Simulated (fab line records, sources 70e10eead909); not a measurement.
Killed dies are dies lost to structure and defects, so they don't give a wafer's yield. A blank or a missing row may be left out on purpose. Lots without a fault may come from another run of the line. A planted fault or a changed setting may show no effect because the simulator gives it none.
Which tool did it? | flow nand_harc | 13 lots, 37 wafers sampled, at 5 steps of a route of 1302

WHAT THE GAUGES READ, wafer by wafer
NHARC_END_SORT_01.
lot  | measured     | on        | defect_limited_yield (%) | killed_at_array | killed_at_other | killed_at_periphery | killed_dies | killed_open | killed_short | sort_bin_2_pct (%) | sort_bin_3_pct (%) | sort_bin_4_pct (%) | sort_n_pass | sort_rim_yield_pct (%) | sort_yield_pct (%)
L558 | day 24 16:21 | prober-02 | 91 92 92                 | 56 53 52        | 0 0 0           | 2 4 4               | 58 57 56    | 2 6 5       | 3 2 0        | 1.9 3.2 2.8        | 0.3 0.4 0.3        | 6.4 4.7 5.2        | 619 620 621 | 92 96 95               | 91 92 92
L557 | day 25 01:17 | prober-02 | 97 95 95                 | 14 21 25        | 2 1 1           | 3 10 8              | 19 32 34    | 3 1 2       | 0 2 2        | 0.9 1.3 1.6        | 0.1 0.1 0.6        | 1.8 3.2 2.8        | 658 645 643 | 97 98 95               | 97 95 95
L562 | day 27 00:20 | prober-01 | 94 93 93                 | 36 44 44        | 2 0 1           | 2 2 0               | 40 46 45    | 2 3 1       | 2 0 1        | 2.8 2.4 1.5        | 0.1 0.6 1.2        | 3.0 3.8 4.0        | 637 631 632 | 97 96 95               | 94 93 93
L561 | day 26 22:45 | prober-02 | 87 87 87                 | 85 85 87        | 2 4 2           | 2 1 0               | 89 90 89    | 1 1 3       | 1 4 4        | 4.7 4.4 5.2        | 1.3 1.2 0.9        | 7.1 7.7 7.1        | 588 587 588 | 88 92 91               | 87 87 87
L564 | day 27 07:18 | prober-02 | 95 95 93                 | 33 33 44        | 0 2 0           | 3 0 1               | 36 35 45    | 1 2 5       | 5 2 1        | 1.9 1.3 2.4        | 0.1 0 0.3          | 3.2 3.8 4.0        | 641 642 632 | 92 92 92               | 95 95 93
L560 | day 27 09:43 | prober-01 | 96 96 95                 | 21 23 31        | 1 0 0           | 3 3 2               | 25 26 33    | 1 2 3       | 1 6 0        | 1.6 0.7 1.3        | 0.3 0.4 0          | 1.8 2.7 3.5        | 652 651 644 | 94 95 95               | 96 96 95
L563 | day 27 16:41 | prober-02 | 90 88 85                 | 67 78 96        | 1 0 1           | 2 3 7               | 70 81 104   | 2 3 6       | 3 5 1        | 4.7 4.4 5.9        | 1.2 1.2 1.3        | 4.4 6.4 8.1        | 607 596 573 | 89 97 91               | 90 88 85
L570 | day 30 09:29 | prober-01 | 0 90 0                   | 58 53 56        | 614 0 615       | 5 13 6              | 677 66 677  | 1 5 6       | 1 1 5        | 93.2 3.5 94.8      | 0.6 0.6 0.3        | 6.2 5.6 4.9        | 0 611 0     | 0 93 0                 | 0 90 0
L571 | day 30 09:28 | prober-02 | 0 0                      | 58 62           | 617 612         | 2 3                 | 677 677     | 3 5         | 6 9          | 93.8 93.8          | 0.9 0.4            | 5.3 5.8            | 0 0         | 0 0                    | 0 0
L569 | day 30 23:11 | prober-02 | 89 0                     | 67 60           | 0 611           | 8 6                 | 75 677      | 2 5         | 7 3          | 4.1 93.4           | 0.9 0.7            | 6.1 5.9            | 602 0       | 91 0                   | 89 0
L576 | day 32 12:28 | prober-01 | 94 95 94                 | 35 32 40        | 2 1 0           | 3 2 4               | 40 35 44    | 5 2 3       | 3 2 5        | 1.6 1.0 3.0        | 0.3 0.6 0.6        | 4.0 3.5 3.0        | 637 642 633 | 94 95 95               | 94 95 94
L579 | day 33 18:04 | prober-02 | 95 96 96                 | 26 22 26        | 6 1 1           | 2 4 2               | 34 27 29    | 7 5 6       | 2 4 4        | 1.2 1.6 1.6        | 0.3 0 0.1          | 3.5 2.4 2.5        | 643 650 648 | 95 94 97               | 95 96 96
L578 | day 33 19:38 | prober-01 | 90 89 93                 | 65 74 41        | 1 0 1           | 1 2 5               | 67 76 47    | 1 5 2       | 3 3 4        | 3.1 3.4 1.8        | 0.4 0.9 1.2        | 6.4 6.9 4.0        | 610 601 630 | 85 83 90               | 90 89 93

WHICH TOOL RAN EACH LOT (tool, then ch and the chambers of the sampled wafers, then the start)
lot  | NHARC_THIN_TSV_DEGAS_49      | NHARC_THIN_TSV_ECD_20          | NHARC_THIN_TSV_PRE_CLEAN_54  | NHARC_THIN_TSV_DESCUM_35
L558 | pvd_sputter-01, day 24 04:32 | ecd_cu-01 ch 0,1, day 24 05:23 | pvd_sputter-01, day 24 06:55 | rie_diel-09 ch 0,2, day 24 08:09
L557 | pvd_sputter-01, day 24 10:50 | ecd_cu-02 ch 0,1, day 24 11:17 | pvd_sputter-01, day 24 12:56 | rie_diel-02 ch 0,3, day 24 14:11
L562 | pvd_sputter-02, day 26 10:44 | ecd_cu-01 ch 0,1, day 26 11:23 | pvd_sputter-02, day 26 12:47 | rie_diel-09 ch 1,2,3, day 26 13:53
L561 | pvd_sputter-01, day 26 12:13 | ecd_cu-01 ch 0,1, day 26 12:47 | pvd_sputter-03, day 26 14:20 | rie_diel-09 ch 0,2, day 26 15:33
L564 | pvd_sputter-03, day 26 19:01 | ecd_cu-02 ch 0,1, day 26 19:34 | pvd_sputter-03, day 26 21:04 | rie_diel-09 ch 0,3, day 26 22:19
L560 | pvd_sputter-02, day 26 20:11 | ecd_cu-01 ch 0,1, day 26 20:48 | pvd_sputter-01, day 26 22:14 | rie_diel-09 ch 0,1,3, day 26 23:29
L563 | pvd_sputter-02, day 26 21:22 | ecd_cu-02 ch 0,1, day 26 22:01 | pvd_sputter-01, day 26 23:26 | rie_diel-02 ch 0,1,3, day 27 00:31
L570 | pvd_sputter-03, day 29 21:17 | ecd_cu-02 ch 0,1, day 29 21:50 | pvd_sputter-02, day 29 23:20 | rie_diel-10 ch 0,1,3, day 30 00:28
L571 | pvd_sputter-01, day 29 22:21 | ecd_cu-02 ch 0,1, day 29 22:53 | pvd_sputter-01, day 30 00:27 | rie_diel-10 ch 1, day 30 01:40
L569 | pvd_sputter-02, day 30 01:53 | ecd_cu-02 ch 0,1, day 30 02:41 | pvd_sputter-02, day 30 03:56 | rie_diel-09 ch 0,1, day 30 05:10
L576 | pvd_sputter-02, day 31 20:58 | ecd_cu-01 ch 1, day 31 21:30   | pvd_sputter-02, day 31 23:04 | rie_diel-02 ch 1,3, day 32 00:17
L579 | pvd_sputter-03, day 33 05:58 | ecd_cu-01 ch 0,1, day 33 06:25 | pvd_sputter-02, day 33 08:01 | rie_diel-02 ch 0,1,2, day 33 09:14
L578 | pvd_sputter-03, day 33 07:05 | ecd_cu-01 ch 0,1, day 33 07:49 | pvd_sputter-03, day 33 09:17 | rie_diel-02 ch 0,2,3, day 33 10:31
- NHARC_THIN_TSV_DEGAS_49: time 120 s.
- NHARC_THIN_TSV_ECD_20: material Cu, target thk 2000 nm.
- NHARC_THIN_TSV_PRE_CLEAN_54: time 30 s.
- NHARC_THIN_TSV_DESCUM_35: chemistry O2, time 3 s.

WHAT THE TOOLS THEMSELVES READ (means of the sampled wafers that have a number; where no wafer has one, the mark that the record gives instead)
NHARC_THIN_TSV_DEGAS_49.
lot  | tool           | heater_power_w (W)
L558 | pvd_sputter-01 | 484
L557 | pvd_sputter-01 | 395
L562 | pvd_sputter-02 | 443
L561 | pvd_sputter-01 | 465
L564 | pvd_sputter-03 | 468
L560 | pvd_sputter-02 | 444
L563 | pvd_sputter-02 | 435
L570 | pvd_sputter-03 | 470
L571 | pvd_sputter-01 | 438
L569 | pvd_sputter-02 | 432
L576 | pvd_sputter-02 | 433
L579 | pvd_sputter-03 | 467
L578 | pvd_sputter-03 | 479

NHARC_THIN_TSV_PRE_CLEAN_54.
lot  | tool           | heater_power_w (W)
L558 | pvd_sputter-01 | 406
L557 | pvd_sputter-01 | 394
L562 | pvd_sputter-02 | 387
L561 | pvd_sputter-03 | 401
L564 | pvd_sputter-03 | 419
L560 | pvd_sputter-01 | 406
L563 | pvd_sputter-01 | 388
L570 | pvd_sputter-02 | 379
L571 | pvd_sputter-01 | 426
L569 | pvd_sputter-02 | 386
L576 | pvd_sputter-02 | 394
L579 | pvd_sputter-02 | 399
L578 | pvd_sputter-03 | 416

NHARC_THIN_TSV_DESCUM_35.
lot  | tool        | drypump_motor_current_A (A) | mfc_ar_sccm (sccm) | oes_product_au (a.u.) | rf_vpp_V (V) | showerhead_plenum_p_Torr (Torr) | throttle_valve_pct (%)
L558 | rie_diel-09 | 5.4                         | 0.007              | 0.990                 | 58.2         | 1.80                            | 11.312
L557 | rie_diel-02 | 5.3                         | 0.007              | 1.007                 | 58.0         | 2.00                            | 11.309
L562 | rie_diel-09 | 5.9                         | 0.014              | 1.006                 | 56.9         | 1.91                            | 11.306
L561 | rie_diel-09 | 5.9                         | 0.004              | 0.977                 | 57.2         | 1.79                            | 11.311
L564 | rie_diel-09 | 5.4                         | 0.004              | 1.009                 | 58.1         | 1.92                            | 11.315
L560 | rie_diel-09 | 5.5                         | 0.017              | 0.991                 | 57.9         | 1.92                            | 11.315
L563 | rie_diel-02 | 5.4                         | 0.006              | 0.998                 | 57.7         | 1.97                            | 11.316
L570 | rie_diel-10 | 5.8                         | 0.007              | 0.994                 | 56.6         | 1.87                            | 11.319
L571 | rie_diel-10 | 5.9                         | 0.020              | 1.004                 | 58.9         | 1.88                            | 11.306
L569 | rie_diel-09 | 5.4                         | 0.026              | 1.004                 | 57.5         | 1.90                            | 11.320
L576 | rie_diel-02 | 5.4                         | 0.010              | 1.005                 | 58.5         | 1.96                            | 11.314
L579 | rie_diel-02 | 5.3                         | 0.001              | 0.998                 | 57.7         | 1.97                            | 11.315
L578 | rie_diel-02 | 5.1                         | 0.006              | 0.998                 | 57.2         | 1.99                            | 11.321

THE ANSWER, worked out from the rows above alone
Rule: what is usual is taken from the lots themselves. Put in order of their means at a reading, lots are off if they are a third of the lots or fewer, leave a main group of 4 or more, and stand apart from it by a gap of 3 or more times the standard deviation of the main group's means; of several such gaps the widest counts. A main group whose means are all the same, to the digits that the tables above print for the reading, isn't used. A lot without any number at a reading at which 4 lots or more have one is off too. The other lots that the step has rows for count as sound. The gauges are gone through in route order, then the tools' own readings, and for those a lot's mean is taken as printed above. The first step at which some lot is off is used, and at that step the reading that is off furthest; a lot without a number counts as furthest.
Off: L570, L571, L569, at NHARC_END_SORT_01 (killed_at_other). The main group: mean 1.1, standard deviation 0.86.
A tool fits if, at a process step before that reading, it ran every lot that is off, and no sound lot after the first of them. The gauges at NHARC_END_SORT_01 are tried like those tools. One fits: ecd_cu-02 at NHARC_THIN_TSV_ECD_20. Its last sound lot is L563 (day 26 22:01), its first lot that is off L570 (day 29 21:50): a fault that began between those two fits.

WHAT THE SIMULATOR HAD PUT IN
Process parameter drift: ecd_cu-02, from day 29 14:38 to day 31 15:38, at NHARC_THIN_TSV_ECD_20. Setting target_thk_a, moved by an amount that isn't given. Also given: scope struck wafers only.
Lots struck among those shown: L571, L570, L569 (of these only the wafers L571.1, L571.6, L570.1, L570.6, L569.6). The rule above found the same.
